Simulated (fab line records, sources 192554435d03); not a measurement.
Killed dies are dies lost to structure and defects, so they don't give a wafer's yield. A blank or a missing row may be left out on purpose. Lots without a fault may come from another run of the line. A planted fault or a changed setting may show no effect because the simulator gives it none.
A struck lot beside a sound one | flow n5_finfet | 14 steps out of a route of 1938
Sound: wafers L338.4, L338.5, L338.6. Struck: wafers L335.1, L335.4, L335.6. The cause comes at the end.
At each step with rows: each side's tool, then ch and its chambers, then its first start. Under that, the readings that differ: sound wafers | struck wafers | difference of the means | sigmas: that difference in standard deviations of wafers without a fault.
alike: readings whose means differ by less than 2 such deviations, and words and numbers that are the same on both sides. not compared: withheld readings, readings that some wafer has no value for, bounds like >300 that may hide the same value, and numbers for which the record gives no deviation and whose values overlap.
The two part at a step that has a row with sigmas, a row that says differs or no value, or rows on one side only. Numbers that don't overlap but have no deviation are shown without sigmas and don't part them. A reading that every wafer of one side lacks parts them only if that side has two wafers or more.

first, 9 steps without rows for these wafers: N5_BEOL_M0_CUTY_DESCUM_61 (chemistry O2, time 7.9 s); N5_BEOL_M0_CUTY_ETCH_62 (etches SiARC in CF4, time 58.5 s); N5_BEOL_M0_CUTY_ETCH_63 (etches SOC in N2/H2, target depth 82.7 nm, overetch 16.5 nm, time 124 s); N5_BEOL_M0_CUTY_STRIP_64 (strips in N2/H2); N5_BEOL_M0_ETCH_138 (etches SiCN in CH3F/O2, target depth 12 nm, time 31.6 s); N5_BEOL_M0_HM_OPEN_105 (chemistry Cl2/BCl3, target TiN, target depth 12 nm); N5_BEOL_M0_STRIP_140 (strips in CF4); N5_BEOL_M0_STRIP_104 (strips in N2/H2); N5_BEOL_M0_WET_ETCH_106 (etches SiO2 in DHF, target depth 130 nm, rinse time 30 s).
N5_BEOL_M0_ETCH_128: etches SiCN in CF4/N2, target depth 12 nm, overetch 5.1 nm, time 21.4 s.
  sound on rie_diel-06 ch 0,1,2, day 11 08:55; struck on rie_diel-04 ch 0,1, day 10 07:50
  no value came back on the struck wafers for any of 7 readings (bias_w (W), cf4_flow_sccm (sccm) and others); on the sound wafers bias_w (W) reads 70.02 70.02 69.95
  reading                                         | sound        | struck    | difference | sigmas
  model.SiCN_of_BEOL_M0_SAQP_PECVD_03.thk_nm (nm) | 0 0 0        | 8.2 8.6 9 | +8.6       |
  model.TiN_of_BEOL_M0_SAQP_HM_DEP_02.thk_nm (nm) | 10.8 10.8 11 | 12 12 12  | +1         |
  not compared: rf_hours_counter_h
N5_BEOL_M0_TRENCH_ETCH_107: etches SiOC in C4F6/O2, target depth 32.8 nm, time 16.4 s.
  sound on rie_diel-06 ch 0,1,2, day 11 08:57; struck on rie_diel-04 ch 0,1, day 10 07:53
  reading                                         | sound       | struck         | difference | sigmas
  model.TiN_of_BEOL_M0_SAQP_HM_DEP_02.thk_nm (nm) | 9.6 9.2 9.8 | 10.6 10.8 10.6 | +1.1       |
  alike: C4F6_flow_sccm, O2_flow_sccm, drypump_motor_current_A, oes_product_au, rf_vpp_V, showerhead_plenum_p_Torr, throttle_valve_pct
  not compared: rf_hours_counter_h
then, 1 step without rows for these wafers: N5_BEOL_M0_STRIP_142 (strips in N2/H2, time 10 s).
N5_BEOL_M4_RC_MEAS_101:
  the record has rows for the sound wafers here (prober-02 ch 0, day 14 05:05) and none for the struck ones
-- the record jumps here: 7 days lie between the struck wafers' starts before and after (it left off in module BEOL_M4 and takes up again in module PASSIVATION, whose first step shown is number 1936 of the route) --
N5_PASSIVATION_PROBE_49:
  the record has rows for the struck wafers here (prober-01, day 17 03:59) and none for the sound ones

WHERE THEY PART
First at N5_BEOL_M0_ETCH_128; last, within this record, at N5_PASSIVATION_PROBE_49.

WHY: what the simulator had put in
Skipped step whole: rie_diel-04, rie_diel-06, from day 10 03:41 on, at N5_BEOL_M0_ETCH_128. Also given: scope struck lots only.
